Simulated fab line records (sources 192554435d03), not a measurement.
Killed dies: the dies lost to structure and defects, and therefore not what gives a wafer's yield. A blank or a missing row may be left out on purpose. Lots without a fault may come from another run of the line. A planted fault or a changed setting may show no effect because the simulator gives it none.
Problem report, 8D (eight disciplines) form, completed by code ; flow n5Finfet ; the parts of the form that need people (team, actions taken, sign-off) are left out

== 1. WHAT WENT WRONG ==
VT_N_LVT at N5_BEOL_M4_RC_MEAS_101 reads a mean of 68.9 mV on 2 wafers of 2 lots; wafers without a fault read 98.5 mV with a standard deviation of 2.6. Relative to the usual mean, that is a shift of -11 standard deviations.
Earliest sighting: wafer L248.2 on prober-02 at day 12 08:54. The record holds 30 wafers of 10 lots with a number at this step. Rule for "out", or "out of limits": more than 4 standard deviations from the usual mean. All remaining wafers that have a number are taken as sound.

== 2. WHAT IT IS, AND WHAT IT ISN'T ==
question;is;is not
which readings at this step;VT_N_LVT, IOFF_P_LIN, IOFF_P_LONG, ION_P, VT_P, VT_P_LONG;DIBL_N, DIBL_P, IOFF_N, ION_N, SS_N, SS_P, VT_N
which lots;L248, L249;L232, L234, L235, L238, L239, L240, L244, L253
which wafers of those lots;L248.2, L249.2;L248.3, L248.4, L249.3, L249.5
read on which gauges;prober-02;prober-01
when;from day 12 08:54;"up to then (23 sound wafers); but 5 sound wafers of L249, L253 came after"

== 3. THE SUSPECTS, EACH WITH WHAT RULES IT OUT ==
Counting: any tool at a process step up to the reading remains a suspect provided it ran every lot that is out. Sound lots after the first of them don't rule it out here, since some wafers of a struck lot are sound.
- the gauge at N5_BEOL_M4_RC_MEAS_101: kept. All the wafers that are out were read on prober-02, and no step on other tools shows them out.
- aldHk-03 at N5_HKMG_FIN_ALD_74 (deposits La2O3, target thk 0.5 nm, pulse time 6 s, co reactant pulse time 1 s): kept. Every lot that is out went through it, the first being L248 (day 7 21:50); the last sound lot it ran before that was L235 (day 4 18:41).
- pvdSputter-03 at N5_BEOL_M4_ANNEAL_87 (time 240 s): kept. Every lot that is out went through it, the first being L248 (day 12 06:37); the last sound lot it ran before that was L238 (day 9 03:22).
- Within aldHk-03 at N5_HKMG_FIN_ALD_74: the wafers that are out ran in chamber 1; their sound lot-mates ran in chambers 0, 2, 3.
Left after counting: aldHk-03 at N5_HKMG_FIN_ALD_74, pvdSputter-03 at N5_BEOL_M4_ANNEAL_87, prober-02 at N5_BEOL_M4_RC_MEAS_101.

== 4. THE CAUSE (what the simulator had put in) ==
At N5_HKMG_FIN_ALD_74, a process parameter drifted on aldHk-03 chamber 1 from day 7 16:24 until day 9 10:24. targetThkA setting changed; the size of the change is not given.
Counting leaves 3 suspects; this tool is one of them.

== 5. SEQUENCE OF EFFECTS, ordered by route ==
Each row: a reading where the mean over the struck wafers with a number is more than 3 standard deviations away from the usual. Scope: only readings with a usual standard deviation given in the record; hours: median across lots of the time from each lot's start at the first step in this table that gives one to its start at this step; sigmas: change in usual standard deviations.
hours;step;reading;usual;on struck wafers;change;sigmas
0;N5_BEOL_M4_RC_MEAS_101;IOFF_P;0.22 nA/um;0.09;-0.13;-4.1
0;N5_BEOL_M4_RC_MEAS_101;IOFF_P_85C;3.8 nA/um;1.8;-2.0;-4.3
0;N5_BEOL_M4_RC_MEAS_101;IOFF_P_LIN;0.102 nA/um;0.041;-0.060;-5.0
0;N5_BEOL_M4_RC_MEAS_101;IOFF_P_LONG;0.000104 nA/um;0.000061;-0.000043;-5.0
0;N5_BEOL_M4_RC_MEAS_101;ION_P;462 uA/um;424;-38;-5.0
0;N5_BEOL_M4_RC_MEAS_101;VT_N_LVT;98.5 mV;68.9;-29.6;-11
0;N5_BEOL_M4_RC_MEAS_101;VT_P;-250 mV;-275;-25;-7.1
0;N5_BEOL_M4_RC_MEAS_101;VT_P_LONG;-275.5 mV;-303.5;-28.0;-9.3
100;N5_PASSIVATION_PROBE_49;sort_bin_8_speed;0.00 %;64.92;+64.92;+99 or more
100;N5_PASSIVATION_PROBE_49;sortNPass;1077;288;-788;-46
100;N5_PASSIVATION_PROBE_49;sortYieldPct;91.2 %;24.5;-66.8;-48
It contains these process steps:
- N5_PASSIVATION_PROBE_49

== 6. HOW IT WOULD HAVE BEEN CAUGHT EARLIER ==
In this record the first reading out of limits at a measuring or inspecting step was taken at day 12 08:54, 112 hours after the fault began at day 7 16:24.
Of the tool readings at N5_HKMG_FIN_ALD_74 for which the record gives a usual standard deviation, none was out on any struck wafer, so an alarm limit of 4 standard deviations on them would not have fired.
By day 12 08:54 the whole set of lots that are out, 2 in number, had already begun N5_HKMG_FIN_ALD_74 on aldHk-03. Had the tool been put on hold then, not one of them would have been saved.
